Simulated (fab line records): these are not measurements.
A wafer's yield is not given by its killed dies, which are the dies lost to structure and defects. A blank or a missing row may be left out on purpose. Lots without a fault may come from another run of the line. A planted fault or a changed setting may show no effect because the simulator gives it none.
Matching of chambers | flow n5Finfet | cmp-04 running N5_ILD0_CMP_03: 4 sister chambers
The step polishes, stops on SiNx, t overpolish 1.9 s, target thk 197.38 nm. 4 wafers are shown with their chamber, then 8 later ones without.

## WAFERS PAIRED WITH THEIR CHAMBERS
wafer  | chamber | motorCurrentA (A)
L669.2 | 2       | 13.4
L672.2 | 1       | 12.1
L672.3 | 0       | 10.7
L682.2 | 3       | 13.3

## WAFERS WITHOUT THEIR CHAMBER
wafer  | motorCurrentA (A)
L682.4 | 10.6
L682.6 | 10.5
L685.1 | 10.9
L685.2 | 11.7
L685.6 | 13.5
L686.2 | 12.8
L686.3 | 12.0
L686.5 | 13.5

## THE CHAMBER EACH PASSED THROUGH
wafer  | from the rows above          | in truth
L682.4 | 0                            | 0
L682.6 | 0                            | 0
L685.1 | 0                            | 0
L685.2 | 1                            | 1
L685.6 | can't be placed: 2 or 3      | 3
L686.2 | can't be placed: 3 or 2 or 1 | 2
L686.3 | 1                            | 1
L686.5 | can't be placed: 2 or 3      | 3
Placed correctly: 5 of 8. Can't be placed from these rows: 3 (the true chamber is among the candidates in 3). Wrongly placed: 0.
How it was worked out, from the rows above alone: a wafer's distance from a chamber is the root of the sum, over the readings, of the square of ((its reading less the chamber's mean) divided by the reading's scatter). If the next closest chamber is less than 2 further off than the closest, the wafer can't be placed; otherwise it belongs to the closest. The mean given for a chamber averages the wafers shown for that chamber. The scatter: root of mean squared gap, hidden wafer to nearest shown wafer, with one shown wafer a chamber.
